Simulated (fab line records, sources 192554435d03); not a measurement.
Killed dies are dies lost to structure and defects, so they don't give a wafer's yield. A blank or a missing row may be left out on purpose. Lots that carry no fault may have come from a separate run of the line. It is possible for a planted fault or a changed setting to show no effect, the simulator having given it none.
Chamber matching || flow n5 finfet || uv cure-01 running N5_BEOL_M5_CURE_79: 3 sister chambers
The step cures SiCOH lowk, time 240 s. 6 wafers are shown with their chamber, then 7 later ones without.

WAFERS WITH THEIR CHAMBER
{"wafer": "L075.3", "chamber": 0, "wafer_temp_C_max": 387.5, "lamp power pct (%)": 52.33}
{"wafer": "L075.4", "chamber": 0, "wafer_temp_C_max": 387.9, "lamp power pct (%)": 52.33}
{"wafer": "L088.5", "chamber": 2, "wafer_temp_C_max": 386.4, "lamp power pct (%)": 52.34}
{"wafer": "L088.6", "chamber": 2, "wafer_temp_C_max": 386.2, "lamp power pct (%)": 52.16}
{"wafer": "L090.1", "chamber": 1, "wafer_temp_C_max": 388.3, "lamp power pct (%)": 52.31}
{"wafer": "L090.4", "chamber": 1, "wafer_temp_C_max": 388.0, "lamp power pct (%)": 52.38}

WAFERS WHOSE CHAMBER IS MISSING
{"wafer": "L090.6", "wafer_temp_C_max": 388.9, "lamp power pct (%)": 52.37}
{"wafer": "L094.1", "wafer_temp_C_max": 387.1, "lamp power pct (%)": 52.26}
{"wafer": "L094.4", "wafer_temp_C_max": 387.2, "lamp power pct (%)": 52.24}
{"wafer": "L094.6", "wafer_temp_C_max": 387.1, "lamp power pct (%)": 52.29}
{"wafer": "L095.1", "wafer_temp_C_max": 388.7, "lamp power pct (%)": 52.35}
{"wafer": "L095.3", "wafer_temp_C_max": 389.3, "lamp power pct (%)": 52.40}
{"wafer": "L095.4", "wafer_temp_C_max": 388.3, "lamp power pct (%)": 52.25}

WHICH CHAMBER EACH ONE RAN IN
{"wafer": "L090.6", "from the rows above": 1, "in truth": 1}
{"wafer": "L094.1", "from the rows above": "can't be placed: 0 or 2", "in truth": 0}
{"wafer": "L094.4", "from the rows above": "can't be placed: 0 or 2 or 1", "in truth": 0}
{"wafer": "L094.6", "from the rows above": "can't be placed: 0 or 2", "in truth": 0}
{"wafer": "L095.1", "from the rows above": 1, "in truth": 1}
{"wafer": "L095.3", "from the rows above": 1, "in truth": 1}
{"wafer": "L095.4", "from the rows above": "can't be placed: 1 or 0", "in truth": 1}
Placed correctly: 3 of 7. Cannot be placed on the basis of these rows: 4; the candidates contain the true chamber in 4. Placed wrongly: 0.
How it was worked out, from the rows above alone: a wafer's distance from a chamber is the root of the sum, over the readings, of the square of ((its reading less the chamber's mean) divided by the reading's scatter). If the next closest chamber is less than 2 further off than the closest, the wafer can't be placed; otherwise it belongs to the closest. For every chamber, the mean is computed from those of its wafers that are shown. The scatter is the square root of a quotient: the sum, over the shown wafers, of each reading's squared deviation from its chamber's mean, divided by wafers minus chambers.
